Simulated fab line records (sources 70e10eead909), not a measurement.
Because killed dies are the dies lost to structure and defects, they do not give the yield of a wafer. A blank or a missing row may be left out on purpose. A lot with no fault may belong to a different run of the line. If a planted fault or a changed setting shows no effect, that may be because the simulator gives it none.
Chamber matching | flow nand-harc | NHARC_P_M2_DEP_33 on pecvd-03 has 3 sister chambers
The step deposits SiCN, target thk 30 nm. 6 wafers are shown with their chamber, then 10 later ones without.

## WAFERS PAIRED WITH THEIR CHAMBERS
wafer  | chamber | heater-power-w (W) | rf-fwd-power-W (W)
L081.5 | 2       | 747                | 449.1
L085.6 | 2       | 642                | 448.6
L087.5 | 0       | 648                | 452.9
L087.6 | 1       | 724                | 448.8
L086.2 | 1       | 724                | 447.6
L086.5 | 0       | 618                | 448.0

## WAFERS WHOSE CHAMBER IS MISSING
wafer  | heater-power-w (W) | rf-fwd-power-W (W)
L086.6 | 713                | 447.7
L089.1 | 717                | 448.2
L089.4 | 634                | 448.2
L089.5 | 699                | 448.7
L092.3 | 747                | 451.4
L092.4 | 775                | 450.4
L092.6 | 733                | 450.7
L096.3 | 706                | 452.4
L096.4 | 575                | 449.6
L096.5 | 726                | 448.9

## CHAMBER TAKEN BY EACH
wafer  | from the rows above          | in truth
L086.6 | can't be placed: 1 or 2 or 0 | 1
L089.1 | can't be placed: 1 or 2      | 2
L089.4 | can't be placed: 0 or 2 or 1 | 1
L089.5 | can't be placed: 2 or 1 or 0 | 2
L092.3 | can't be placed: 1 or 2 or 0 | 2
L092.4 | can't be placed: 1 or 2 or 0 | 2
L092.6 | can't be placed: 1 or 2 or 0 | 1
L096.3 | can't be placed: 2 or 0 or 1 | 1
L096.4 | can't be placed: 0 or 2      | 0
L096.5 | can't be placed: 1 or 2 or 0 | 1
Placed correctly: 0 of 10. Cannot be placed on the basis of these rows: 10; the candidates contain the true chamber in 10. Wrongly placed: 0.
How it was worked out, from the rows above alone: a wafer's distance from a chamber is the root of the sum, over the readings, of the square of ((its reading less the chamber's mean) divided by the reading's scatter). If the next closest chamber is less than 2 further off than the closest, the wafer can't be placed; otherwise it belongs to the closest. Each chamber's mean is taken over the wafers shown for it. The scatter: the root of (the sum of the squares of (reading less its chamber's mean) over the shown wafers, divided by (wafers less chambers)).
